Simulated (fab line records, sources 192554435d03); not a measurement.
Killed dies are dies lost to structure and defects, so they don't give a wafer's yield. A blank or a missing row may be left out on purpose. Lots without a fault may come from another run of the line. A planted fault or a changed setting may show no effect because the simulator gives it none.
Which tool did it? | flow n5_finfet | 22 lots, 66 wafers sampled, at 6 steps of a route of 1938

WHAT THE GAUGES READ, wafer by wafer
The record holds no reading of a measuring or inspecting step that can be judged against a usual standard deviation.

WHICH TOOL RAN EACH LOT (tool, then ch and the chambers of the sampled wafers, then the start)
lot  | N5_BEOL_M7_CURE_75            | N5_BEOL_M7_ANNEAL_51             | N5_BEOL_M8_STRIP_19                | N5_BEOL_M8_ETCH_72                 | N5_BEOL_M8_ETCH_65                 | N5_BEOL_M9_PECVD_70
L074 | uv_cure-03 ch 2, day 9 00:00  | rtp_anneal-02 ch 0, day 9 03:04  | rie_diel-02 ch 0,1,3, day 9 09:37  | rie_diel-04 ch 0,2,3, day 9 10:16  | rie_diel-04 ch 0,2,3, day 9 10:17  | pecvd-02 ch 0,1,2, day 9 14:05
L075 | uv_cure-03 ch 0, day 9 17:25  | rtp_anneal-02 ch 0, day 9 19:20  | rie_diel-04 ch 0,2,3, day 9 22:39  | rie_diel-04 ch 0,1,3, day 10 00:20 | rie_diel-04 ch 0,1,3, day 10 00:21 | pecvd-02 ch 0,1,2, day 10 05:14
L077 | uv_cure-02 ch 1, day 9 21:09  | rtp_anneal-01 ch 0, day 9 23:00  | rie_diel-04 ch 0,1,3, day 10 02:16 | rie_diel-04 ch 0,1,2, day 10 03:07 | rie_diel-04 ch 0,1,2, day 10 03:08 | pecvd-04 ch 0,1,2, day 10 07:23
L076 | uv_cure-02 ch 1, day 9 23:23  | rtp_anneal-01 ch 0, day 10 01:50 | rie_diel-06 ch 2,3, day 10 04:52   | rie_diel-04 ch 2,3, day 10 08:35   | rie_diel-04 ch 2,3, day 10 08:36   | pecvd-04 ch 0,1,2, day 10 12:18
L078 | uv_cure-01 ch 1, day 10 00:36 | rtp_anneal-02 ch 0, day 10 02:06 | rie_diel-06 ch 1,2, day 10 05:23   | rie_diel-02 ch 2,3, day 10 08:45   | rie_diel-02 ch 2,3, day 10 08:46   | pecvd-04 ch 0,2, day 10 12:46
L081 | uv_cure-03 ch 2, day 10 09:31 | rtp_anneal-02 ch 0, day 10 11:12 | rie_diel-06 ch 1,3, day 10 14:00   | rie_diel-02 ch 0,2, day 10 15:07   | rie_diel-02 ch 0,2, day 10 15:07   | pecvd-02 ch 0,1,2, day 10 20:01
L079 | uv_cure-01 ch 0, day 10 10:05 | rtp_anneal-02 ch 0, day 10 12:13 | rie_diel-04 ch 0,3, day 10 15:02   | rie_diel-04 ch 1,2,3, day 10 15:38 | rie_diel-04 ch 1,2,3, day 10 15:40 | pecvd-01 ch 1,2, day 10 19:58
L080 | uv_cure-02 ch 2, day 10 21:13 | rtp_anneal-01 ch 0, day 10 22:34 | rie_diel-06 ch 0,1,3, day 11 02:44 | rie_diel-02 ch 1,2, day 11 04:48   | rie_diel-02 ch 1,2, day 11 04:49   | pecvd-01 ch 0,2, day 11 08:26
L082 | uv_cure-02 ch 2, day 10 21:59 | rtp_anneal-02 ch 0, day 10 23:34 | rie_diel-02 ch 1,3, day 11 02:41   | rie_diel-06 ch 2,3, day 11 05:13   | rie_diel-06 ch 2,3, day 11 05:14   | pecvd-04 ch 0,1,2, day 11 09:20
L083 | uv_cure-01 ch 1, day 11 05:45 | rtp_anneal-01 ch 0, day 11 07:18 | rie_diel-06 ch 1,2,3, day 11 14:10 | rie_diel-04 ch 0,1,2, day 11 16:26 | rie_diel-04 ch 0,1,2, day 11 16:27 | pecvd-04 ch 0,1, day 11 21:50
L085 | uv_cure-02 ch 2, day 12 02:41 | rtp_anneal-01 ch 0, day 12 05:58 | rie_diel-02 ch 1,3, day 12 12:59   | rie_diel-04 ch 0,1,2, day 12 16:34 | rie_diel-04 ch 0,1,2, day 12 16:34 | pecvd-02 ch 0,1, day 12 21:16
L084 | uv_cure-03 ch 2, day 12 02:54 | rtp_anneal-02 ch 0, day 12 06:22 | rie_diel-02 ch 1,3, day 12 12:49   | rie_diel-04 ch 0,1,2, day 12 16:01 | rie_diel-04 ch 0,1,2, day 12 16:02 | pecvd-01 ch 0,1,2, day 12 19:19
L088 | uv_cure-01 ch 1, day 12 03:07 | rtp_anneal-02 ch 0, day 12 06:11 | rie_diel-02 ch 1,2,3, day 12 12:47 | rie_diel-02 ch 1,2,3, day 12 16:05 | rie_diel-02 ch 1,2,3, day 12 16:06 | pecvd-04 ch 0,1,2, day 12 19:37
L086 | uv_cure-03 ch 0, day 12 06:08 | rtp_anneal-01 ch 0, day 12 09:28 | rie_diel-02 ch 1,2,3, day 12 13:17 | rie_diel-06 ch 0,3, day 12 21:44   | rie_diel-06 ch 0,3, day 12 21:45   | pecvd-01 ch 0,1,2, day 13 02:03
L089 | uv_cure-02 ch 0, day 13 05:37 | rtp_anneal-01 ch 0, day 13 07:17 | rie_diel-04 ch 1,2, day 13 10:29   | rie_diel-04 ch 2,3, day 13 12:10   | rie_diel-04 ch 2,3, day 13 12:11   | pecvd-04 ch 0,1,2, day 13 17:34
L092 | uv_cure-01 ch 2, day 13 12:30 | rtp_anneal-01 ch 0, day 13 13:53 | rie_diel-06 ch 0,1,2, day 13 17:26 | rie_diel-02 ch 0,1,3, day 13 18:34 | rie_diel-02 ch 0,1,3, day 13 18:35 | pecvd-02 ch 0,1,2, day 13 23:11
L091 | uv_cure-02 ch 1, day 13 12:38 | rtp_anneal-02 ch 0, day 13 14:44 | rie_diel-04 ch 0,1, day 13 17:35   | rie_diel-06 ch 1,3, day 13 18:37   | rie_diel-06 ch 1,3, day 13 18:38   | pecvd-02 ch 0,1,2, day 13 22:56
L093 | uv_cure-01 ch 2, day 13 13:09 | rtp_anneal-02 ch 0, day 13 16:16 | rie_diel-02 ch 0,1, day 13 20:26   | rie_diel-02 ch 0,2, day 14 01:20   | rie_diel-02 ch 0,2, day 14 01:22   | pecvd-01 ch 0,1, day 14 06:50
L094 | uv_cure-03 ch 0, day 14 12:10 | rtp_anneal-01 ch 0, day 14 13:56 | rie_diel-04 ch 0,1,3, day 14 17:37 | rie_diel-06 ch 1,3, day 14 18:57   | rie_diel-06 ch 1,3, day 14 18:58   | pecvd-01 ch 1,2, day 14 23:37
L097 | uv_cure-02 ch 0, day 14 15:46 | rtp_anneal-01 ch 0, day 14 19:03 | rie_diel-06 ch 0,1,3, day 14 21:50 | rie_diel-04 ch 1,2,3, day 14 22:28 | rie_diel-04 ch 1,2,3, day 14 22:29 | pecvd-02 ch 0,2, day 15 03:46
L096 | uv_cure-02 ch 0, day 14 16:16 | rtp_anneal-01 ch 0, day 14 20:12 | rie_diel-06 ch 0,2, day 14 23:08   | rie_diel-02 ch 1,2, day 15 01:10   | rie_diel-02 ch 1,2, day 15 01:11   | pecvd-02 ch 0,2, day 15 05:48
L095 | uv_cure-01 ch 0, day 14 16:53 | rtp_anneal-02 ch 0, day 14 20:23 | rie_diel-02 ch 1,2,3, day 14 23:59 | rie_diel-04 ch 0,1,2, day 15 01:20 | rie_diel-04 ch 0,1,2, day 15 01:22 | pecvd-04 ch 1,2, day 15 05:19
- N5_BEOL_M7_CURE_75: cures SiCOH lowk, time 120 s.
- N5_BEOL_M7_ANNEAL_51: time 90 s.
- N5_BEOL_M8_STRIP_19: strips in O2.
- N5_BEOL_M8_ETCH_72: etches underlayer in N2/H2, target depth 6.5 nm, time 5.2 s.
- N5_BEOL_M8_ETCH_65: etches SiARC in CF4, target depth 15.6 nm, time 26 s.
- N5_BEOL_M9_PECVD_70: deposits SiO2 from TEOS/O2, target thk 20 nm, time 22.7 s.

WHAT THE TOOLS THEMSELVES READ (means of the sampled wafers that have a number; where no wafer has one, the mark that the record gives instead)
N5_BEOL_M7_CURE_75.
lot  | tool       | lamp_power_pct (%) | wafer_temp_C_max
L074 | uv_cure-03 | 52.34              | 371.8
L075 | uv_cure-03 | 52.29              | 371.6
L077 | uv_cure-02 | 52.29              | 372.8
L076 | uv_cure-02 | 52.28              | 372.7
L078 | uv_cure-01 | 52.31              | 372.8
L081 | uv_cure-03 | 52.31              | 371.5
L079 | uv_cure-01 | 52.31              | 371.5
L080 | uv_cure-02 | 52.32              | 371.1
L082 | uv_cure-02 | 52.31              | 371.2
L083 | uv_cure-01 | 52.32              | 372.6
L085 | uv_cure-02 | 52.31              | 371.1
L084 | uv_cure-03 | 52.27              | 371.7
L088 | uv_cure-01 | 52.31              | 372.9
L086 | uv_cure-03 | 52.33              | 371.9
L089 | uv_cure-02 | 52.28              | 371.5
L092 | uv_cure-01 | 52.26              | 371.0
L091 | uv_cure-02 | 52.30              | 372.4
L093 | uv_cure-01 | 52.34              | 371.1
L094 | uv_cure-03 | 52.24              | 371.9
L097 | uv_cure-02 | 52.30              | 371.4
L096 | uv_cure-02 | 52.32              | 371.4
L095 | uv_cure-01 | 52.28              | 371.5

N5_BEOL_M7_ANNEAL_51.
lot  | tool          | anneal_temp_c_max | wafer_temp_C_max
L074 | rtp_anneal-02 | 225.4             | 226.43
L075 | rtp_anneal-02 | 225.4             | 226.45
L077 | rtp_anneal-01 | 226.2             | 226.25
L076 | rtp_anneal-01 | 226.6             | 226.71
L078 | rtp_anneal-02 | 225.7             | 226.48
L081 | rtp_anneal-02 | 225.6             | 226.22
L079 | rtp_anneal-02 | 225.4             | 226.07
L080 | rtp_anneal-01 | 226.6             | 226.43
L082 | rtp_anneal-02 | 225.6             | 226.59
L083 | rtp_anneal-01 | 226.6             | 226.32
L085 | rtp_anneal-01 | 226.4             | 226.41
L084 | rtp_anneal-02 | 225.5             | 226.28
L088 | rtp_anneal-02 | 225.7             | 226.67
L086 | rtp_anneal-01 | 226.7             | 226.25
L089 | rtp_anneal-01 | 226.4             | 226.55
L092 | rtp_anneal-01 | 226.3             | 226.57
L091 | rtp_anneal-02 | 225.8             | 226.05
L093 | rtp_anneal-02 | 225.7             | 226.19
L094 | rtp_anneal-01 | 226.4             | 226.29
L097 | rtp_anneal-01 | 226.2             | 226.43
L096 | rtp_anneal-01 | 226.4             | 226.22
L095 | rtp_anneal-02 | 225.3             | 226.36

N5_BEOL_M8_STRIP_19.
lot  | tool        | drypump_motor_current_A (A) | oes_product_au (a.u.) | rf_vpp_V (V) | showerhead_plenum_p_Torr (Torr) | temp_c (C) | throttle_valve_pct (%)
L074 | rie_diel-02 | 5.6                         | 0.75                  | 4.2          | 2.06                            | 39.85      | 16.64
L075 | rie_diel-04 | 5.9                         | 0.73                  | 3.6          | 2.09                            | 39.86      | 16.80
L077 | rie_diel-04 | 5.6                         | 0.75                  | 3.3          | 2.07                            | 40.02      | 16.87
L076 | rie_diel-06 | 5.5                         | 0.80                  | 3.7          | 2.05                            | 40.07      | 16.70
L078 | rie_diel-06 | 6.0                         | 0.83                  | 3.7          | 2.04                            | 40.04      | 16.79
L081 | rie_diel-06 | 5.7                         | 0.84                  | 2.9          | 2.03                            | 40.06      | 16.62
L079 | rie_diel-04 | 5.7                         | 0.75                  | 3.8          | 2.08                            | 40.00      | 16.83
L080 | rie_diel-06 | 5.8                         | 0.87                  | 3.9          | 2.03                            | 40.02      | 16.54
L082 | rie_diel-02 | 5.3                         | 0.78                  | 3.0          | 2.01                            | 40.09      | 16.66
L083 | rie_diel-06 | 5.7                         | 0.80                  | 3.1          | 2.04                            | 39.96      | 16.77
L085 | rie_diel-02 | 5.5                         | 0.72                  | 3.5          | 1.99                            | 39.97      | 16.63
L084 | rie_diel-02 | 5.5                         | 0.73                  | 3.6          | 1.99                            | 40.05      | 16.64
L088 | rie_diel-02 | 5.2                         | 0.74                  | 3.4          | 2.05                            | 39.95      | 16.71
L086 | rie_diel-02 | 5.2                         | 0.74                  | 3.5          | 2.05                            | 39.98      | 16.71
L089 | rie_diel-04 | 5.4                         | 0.71                  | 3.7          | 2.00                            | 40.05      | 16.90
L092 | rie_diel-06 | 5.8                         | 0.81                  | 3.3          | 2.04                            | 40.07      | 16.71
L091 | rie_diel-04 | 5.4                         | 0.82                  | 3.3          | 2.04                            | 40.04      | 16.79
L093 | rie_diel-02 | 5.7                         | 0.78                  | 3.9          | 2.03                            | 39.97      | 16.54
L094 | rie_diel-04 | 5.6                         | 0.79                  | 3.6          | 2.05                            | 39.94      | 16.78
L097 | rie_diel-06 | 5.8                         | 0.83                  | 4.3          | 2.02                            | 40.21      | 16.60
L096 | rie_diel-06 | 5.6                         | 0.76                  | 3.5          | 2.06                            | 39.98      | 16.82
L095 | rie_diel-02 | 5.2                         | 0.83                  | 3.7          | 2.13                            | 40.01      | 16.61

N5_BEOL_M8_ETCH_72.
lot  | tool        | drypump_motor_current_A (A) | etch_rf_on_time_s (s) | oes_product_au (a.u.) | rf_vpp_V (V) | showerhead_plenum_p_Torr (Torr) | throttle_valve_pct (%)
L074 | rie_diel-04 | 5.9                         | 5.16                  | 0.62                  | 522.7        | 2.51                            | 17.7
L075 | rie_diel-04 | 5.6                         | 5.08                  | 0.64                  | 522.3        | 2.50                            | 18.0
L077 | rie_diel-04 | 5.7                         | 5.25                  | 0.60                  | 523.7        | 2.52                            | 18.1
L076 | rie_diel-04 | 5.8                         | 5.22                  | 0.61                  | 522.5        | 2.46                            | 17.6
L078 | rie_diel-02 | 5.1                         | 5.11                  | 0.69                  | 523.3        | 2.55                            | 18.0
L081 | rie_diel-02 | 5.2                         | 5.33                  | 0.61                  | 526.3        | 2.63                            | 17.9
L079 | rie_diel-04 | 5.5                         | 5.09                  | 0.63                  | 522.2        | 2.45                            | 17.9
L080 | rie_diel-02 | 5.1                         | 5.33                  | 0.61                  | 523.7        | 2.55                            | 17.8
L082 | rie_diel-06 | 5.5                         | 5.44                  | 0.64                  | 524.4        | 2.52                            | 18.2
L083 | rie_diel-04 | 5.7                         | 5.21                  | 0.60                  | 524.4        | 2.52                            | 18.1
L085 | rie_diel-04 | 5.7                         | 5.26                  | 0.59                  | 522.5        | 2.51                            | 18.1
L084 | rie_diel-04 | 5.7                         | 5.29                  | 0.59                  | 522.6        | 2.51                            | 18.1
L088 | rie_diel-02 | 5.2                         | 5.23                  | 0.63                  | 523.0        | 2.50                            | 17.9
L086 | rie_diel-06 | 5.6                         | 5.21                  | 0.71                  | 521.3        | 2.47                            | 17.8
L089 | rie_diel-04 | 5.8                         | 5.23                  | 0.60                  | 520.4        | 2.45                            | 17.7
L092 | rie_diel-02 | 5.6                         | 5.24                  | 0.69                  | 522.9        | 2.49                            | 17.8
L091 | rie_diel-06 | 5.7                         | 5.22                  | 0.70                  | 522.5        | 2.46                            | 17.9
L093 | rie_diel-02 | 5.2                         | 5.33                  | 0.66                  | 524.6        | 2.61                            | 17.8
L094 | rie_diel-06 | 5.9                         | 5.23                  | 0.69                  | 520.6        | 2.46                            | 18.0
L097 | rie_diel-04 | 5.5                         | 5.17                  | 0.68                  | 522.9        | 2.43                            | 17.8
L096 | rie_diel-02 | 5.1                         | 5.30                  | 0.68                  | 526.8        | 2.65                            | 17.8
L095 | rie_diel-04 | 5.7                         | 5.26                  | 0.73                  | 522.9        | 2.51                            | 17.8

N5_BEOL_M8_ETCH_65.
lot  | tool        | drypump_motor_current_A (A) | etch_rf_on_time_s (s) | mfc_ar_sccm (sccm) | oes_product_au (a.u.) | rf_vpp_V (V) | showerhead_plenum_p_Torr (Torr) | throttle_valve_pct (%)
L074 | rie_diel-04 | 5.9                         | 25.8                  | 100.08             | 0.62                  | 183.2        | 2.13                            | 15.66
L075 | rie_diel-04 | 5.6                         | 25.6                  | 100.17             | 0.64                  | 183.2        | 2.11                            | 15.77
L077 | rie_diel-04 | 5.7                         | 26.1                  | 100.09             | 0.61                  | 183.3        | 2.12                            | 15.76
L076 | rie_diel-04 | 5.8                         | 26.1                  | 100.00             | 0.61                  | 183.4        | 2.10                            | 15.70
L078 | rie_diel-02 | 5.1                         | 25.5                  | 99.97              | 0.70                  | 183.6        | 2.12                            | 15.64
L081 | rie_diel-02 | 5.2                         | 26.5                  | 99.81              | 0.61                  | 185.1        | 2.19                            | 15.56
L079 | rie_diel-04 | 5.5                         | 25.7                  | 99.68              | 0.63                  | 182.8        | 2.08                            | 15.79
L080 | rie_diel-02 | 5.1                         | 26.5                  | 100.25             | 0.61                  | 183.9        | 2.13                            | 15.53
L082 | rie_diel-06 | 5.5                         | 26.9                  | 100.11             | 0.65                  | 183.1        | 2.11                            | 15.78
L083 | rie_diel-04 | 5.8                         | 26.2                  | 100.07             | 0.60                  | 184.1        | 2.11                            | 15.78
L085 | rie_diel-04 | 5.7                         | 26.8                  | 99.83              | 0.59                  | 184.3        | 2.11                            | 15.80
L084 | rie_diel-04 | 5.8                         | 26.2                  | 100.06             | 0.60                  | 183.7        | 2.11                            | 15.79
L088 | rie_diel-02 | 5.2                         | 25.7                  | 99.93              | 0.63                  | 184.5        | 2.09                            | 15.62
L086 | rie_diel-06 | 5.6                         | 25.8                  | 99.65              | 0.72                  | 182.2        | 2.09                            | 15.52
L089 | rie_diel-04 | 5.8                         | 26.0                  | 99.63              | 0.60                  | 183.0        | 2.09                            | 15.75
L092 | rie_diel-02 | 5.6                         | 25.7                  | 99.82              | 0.70                  | 183.0        | 2.10                            | 15.56
L091 | rie_diel-06 | 5.7                         | 26.4                  | 100.21             | 0.69                  | 183.4        | 2.09                            | 15.69
L093 | rie_diel-02 | 5.2                         | 26.2                  | 99.66              | 0.67                  | 184.5        | 2.18                            | 15.48
L094 | rie_diel-06 | 6.0                         | 26.2                  | 99.83              | 0.69                  | 183.4        | 2.07                            | 15.77
L097 | rie_diel-04 | 5.5                         | 25.9                  | 100.01             | 0.68                  | 183.8        | 2.07                            | 15.70
L096 | rie_diel-02 | 5.1                         | 26.7                  | 100.04             | 0.67                  | 184.8        | 2.20                            | 15.44
L095 | rie_diel-04 | 5.7                         | 25.9                  | 99.77              | 0.74                  | 183.6        | 2.10                            | 15.50

N5_BEOL_M9_PECVD_70.
lot  | tool     | heater_power_w (W) | showerhead_plenum_p_Torr (Torr) | throttle_valve_pct (%)
L074 | pecvd-02 | 600                | 8.81                            | 22.5
L075 | pecvd-02 | 656                | 8.81                            | 22.4
L077 | pecvd-04 | 629                | 8.79                            | 21.9
L076 | pecvd-04 | 648                | 8.79                            | 21.8
L078 | pecvd-04 | 612                | 8.77                            | 21.5
L081 | pecvd-02 | 639                | 8.80                            | 22.5
L079 | pecvd-01 | 810                | 8.78                            | 22.9
L080 | pecvd-01 | 735                | 8.74                            | 20.8
L082 | pecvd-04 | 651                | 8.78                            | 22.0
L083 | pecvd-04 | 595                | 8.80                            | 21.9
L085 | pecvd-02 | 592                | 8.89                            | 23.9
L084 | pecvd-01 | 695                | 8.80                            | 22.1
L088 | pecvd-04 | 609                | 8.78                            | 21.8
L086 | pecvd-01 | 724                | 8.80                            | 22.2
L089 | pecvd-04 | 641                | 8.78                            | 21.8
L092 | pecvd-02 | 646                | 8.81                            | 22.5
L091 | pecvd-02 | 666                | 8.80                            | 22.7
L093 | pecvd-01 | 718                | 8.87                            | 23.4
L094 | pecvd-01 | 745                | 8.78                            | 22.9
L097 | pecvd-02 | 714                | 8.74                            | 21.2
L096 | pecvd-02 | 612                | 8.76                            | 21.1
L095 | pecvd-04 | 607                | 8.82                            | 22.5

THE ANSWER, worked out from the rows above alone
Rule: what is usual is taken from the lots themselves. Put in order of their means at a reading, lots are off if they are a third of the lots or fewer, leave a main group of 4 or more, and stand apart from it by a gap of 3 or more times the standard deviation of the main group's means; of several such gaps the widest counts. A main group whose means are all the same, to the digits that the tables above print for the reading, isn't used. A lot without any number at a reading at which 4 lots or more have one is off too. The other lots that the step has rows for count as sound. The gauges are gone through in route order, then the tools' own readings, and for those a lot's mean is taken as printed above. The first step at which some lot is off is used, and at that step the reading that is off furthest; a lot without a number counts as furthest.
No lot is off at any reading shown: from this, nothing can be told.

WHAT THE SIMULATOR HAD PUT IN
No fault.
